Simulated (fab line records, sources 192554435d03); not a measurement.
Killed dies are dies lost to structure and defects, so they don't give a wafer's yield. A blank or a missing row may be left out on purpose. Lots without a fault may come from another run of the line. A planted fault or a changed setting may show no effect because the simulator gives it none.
Chamber matching | flow n5_finfet | N5_ZERO_LAYER_PECVD_02 on pecvd-03: 3 sister chambers
The step deposits SiO2 from SiH4/N2O, target thk 10 nm, time 6 s. 3 wafers are shown with their chamber, then 8 later ones without.

WAFERS WITH THEIR CHAMBER
wafer  | chamber | showerhead_plenum_p_Torr (Torr)
L087.5 | 0       | 8.31
L087.6 | 1       | 8.17
L091.1 | 2       | 8.18

WAFERS WITHOUT THEIR CHAMBER
wafer  | showerhead_plenum_p_Torr (Torr)
L091.4 | 8.31
L091.5 | 8.17
L095.3 | 8.17
L095.5 | 8.19
L095.6 | 8.30
L097.2 | 8.17
L097.4 | 8.17
L097.6 | 8.15

WHICH CHAMBER EACH WENT THROUGH
wafer  | from the rows above     | in truth
L091.4 | 0                       | 0
L091.5 | can't be placed: 1 or 2 | 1
L095.3 | can't be placed: 1 or 2 | 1
L095.5 | can't be placed: 2 or 1 | 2
L095.6 | 0                       | 0
L097.2 | can't be placed: 1 or 2 | 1
L097.4 | can't be placed: 1 or 2 | 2
L097.6 | can't be placed: 1 or 2 | 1
Placed correctly: 2 of 8. Can't be placed from these rows: 6 (the true chamber is among the candidates in 6). Placed wrongly: 0.
How it was worked out, from the rows above alone: a wafer's distance from a chamber is the root of the sum, over the readings, of the square of ((its reading less the chamber's mean) divided by the reading's scatter). The wafer belongs to the nearest chamber; if the next one is less than 2 further off, it can't be placed. A chamber's mean is the mean of its shown wafers. The scatter: with one shown wafer a chamber, the root of the mean of the squares of how far each hidden wafer lies from its nearest shown one.
